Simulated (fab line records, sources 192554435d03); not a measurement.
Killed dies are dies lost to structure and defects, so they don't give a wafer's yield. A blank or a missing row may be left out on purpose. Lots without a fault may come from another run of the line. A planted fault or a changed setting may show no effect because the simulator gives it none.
A struck lot beside a sound one | flow n5_finfet | 27 steps out of a route of 1938
Sound: wafers L246.1, L246.4, L246.6. Struck: wafer L252.4. (L252.2, L252.5 of the same lot were not struck and are left out.) The cause comes at the end.
At each step with rows: each side's tool, then ch and its chambers, then its first start. Under that, the readings that differ: sound wafers | struck wafers | difference of the means | sigmas: that difference in standard deviations of wafers without a fault.
alike: readings whose means differ by less than 2 such deviations, and words and numbers that are the same on both sides. not compared: withheld readings, readings that some wafer has no value for, bounds like >300 that may hide the same value, and numbers for which the record gives no deviation and whose values overlap.
The two part at a step that has a row with sigmas, a row that says differs or no value, or rows on one side only. Numbers that don't overlap but have no deviation are shown without sigmas and don't part them. A reading that every wafer of one side lacks parts them only if that side has two wafers or more.

first, 10 steps without rows for these wafers: N5_FIN_SAQP_PRECLEAN_42 (cleans in O3/DIW, time 60 s); N5_FIN_SAQP_PRECLEAN_00 (cleans in SC1, time 60 s); N5_FIN_SAQP_PRECLEAN_44 (cleans in SC2, time 45 s); N5_FIN_SAQP_SRD_01 (time 30 s); N5_FIN_SAQP_ALD_61 (deposits SiO2, target thk 4 nm, pulse time 1 s, purge time 2 s); N5_FIN_SAQP_DENSIFY_62 (time 60 s); N5_FIN_SAQP_HM_DEP_03 (deposits SiNx from SiH4/NH3/N2, target thk 38 nm, time 33.6 s); N5_FIN_SAQP_PECVD_47 (deposits a-Si from SiH4/He, target thk 45 nm, time 36.3 s); N5_FIN_SAQP_PECVD_48 (deposits SiNx from SiH4/NH3/N2, target thk 25 nm, time 22.1 s); N5_FIN_SAQP_PECVD_06 (deposits a-Si from SiH4/He, target thk 60 nm, time 48.1 s).
N5_FIN_SAQP_HM_DEP_72: deposits SiO2 from SiH4/N2O, target thk 12 nm, time 7.2 s.
  sound on pecvd-04 ch 0,2, day 3 15:20; struck on pecvd-04 ch 2, day 5 04:17
  reading                                      | sound             | struck | difference | sigmas
  model.SiO2_of_FIN_SAQP_HM_DEP_72.thk_nm (nm) | 11.69 11.88 11.85 | 12.09  | +0.28      |
  alike: heater_power_w, showerhead_plenum_p_Torr
then, 12 steps without rows for these wafers: N5_FIN_SAQP_COAT_49 (time 60 s, resist thk 100 nm); N5_FIN_SAQP_COAT_50 (time 60 s, resist thk 35 nm); N5_FIN_SAQP_COAT_10 (resist thk 90 nm); N5_FIN_SAQP_EBR_12; N5_FIN_SAQP_SOFTBAKE_11 (time 60 s); N5_FIN_SAQP_EXPOSE_13 (exposes mask FIN CORE, target cd 35.6 nm); N5_FIN_SAQP_PEB_14 (peb time 60 s); N5_FIN_SAQP_DEVELOP_15 (develop time 30 s); N5_FIN_SAQP_DESCUM_21 (chemistry O2, time 7.9 s); N5_FIN_SAQP_ETCH_51 (etches SiARC in CF4, target depth 45.5 nm, time 75.8 s); N5_FIN_SAQP_ETCH_52 (etches SOC in N2/H2, target depth 100 nm, overetch 20 nm, time 150 s); N5_FIN_SAQP_STRIP_53 (strips in N2/H2).
N5_FIN_SAQP_HM_OPEN_73: chemistry CHF3/O2, target SiO2, stops on a-Si, target depth 12 nm, time 16.8 s.
  sound on rie_diel-03 ch 0,2,3, day 3 15:58; struck on rie_diel-03 ch 2, day 5 06:48
  reading                  | sound             | struck | difference | sigmas
  model.etch.depth_nm (nm) | 11.69 11.88 11.85 | 12.09  | +0.28      |
  alike: drypump_motor_current_A, oes_product_au, rf_vpp_V, showerhead_plenum_p_Torr, throttle_valve_pct
  not compared: rf_hours_counter_h
then, 1 step without rows for these wafers: N5_FIN_SAQP_STRIP_74 (strips in CHF3/O2).
-- the record jumps here: 8 days lie between the struck wafers' starts before and after (it left off in module FIN_SAQP and takes up again in module BEOL_M4, whose first step shown is number 1111 of the route) --
N5_BEOL_M4_RC_MEAS_101:
  sound on prober-01 ch 0, day 10 00:01; struck on prober-02 ch 0, day 12 19:47
  reading        | sound             | struck | difference | sigmas
  DIBL_N (mV/V)  | 35.3 39.0 38.1    | 32.7   | -4.8       | -3
  DIBL_P (mV/V)  | 34.7 38.8 38.2    | 31.5   | -5.7       | -3
  IOFF_N (nA/um) | 0.16 0.22 0.21    | 0.09   | -0.11      | -3
  IOFF_P (nA/um) | 0.22 0.30 0.30    | 0.14   | -0.13      | -4
  SS_N (mV/dec)  | 71.4 72.1 72.9    | 69.8   | -2.3       | -4
  SS_P (mV/dec)  | 73.0 73.9 73.6    | 71.9   | -1.6       | -2
  VT_N (mV)      | 250.5 245.0 245.6 | 257.7  | +10.7      | +4
  VT_P (mV)      | -249 -244 -244    | -256   | -10        | -3
  alike: ION_N, ION_P
-- the record jumps here: 4 days lie between the struck wafers' starts before and after (it left off in module BEOL_M4 and takes up again in module PASSIVATION, whose first step shown is number 1936 of the route) --
N5_PASSIVATION_PROBE_49:
  sound on prober-02, day 14 19:35; struck on prober-02, day 16 17:25
  reading             | sound    | struck | difference | sigmas
  killed_at_front_end | 22 35 33 | 58     | +28        | +3
  alike: defect_limited_yield, killed_at_M0_to_M3, killed_at_M4_up, killed_at_contacts, killed_at_other, killed_dies, killed_on_rim, killed_open, killed_short, sort_bin_4_leakage, sort_bin_5_function, sort_bin_6_memory, sort_n_pass, sort_yield_pct

WHERE THEY PART
First at N5_BEOL_M4_RC_MEAS_101; last, within this record, at N5_PASSIVATION_PROBE_49.

WHY: what the simulator had put in
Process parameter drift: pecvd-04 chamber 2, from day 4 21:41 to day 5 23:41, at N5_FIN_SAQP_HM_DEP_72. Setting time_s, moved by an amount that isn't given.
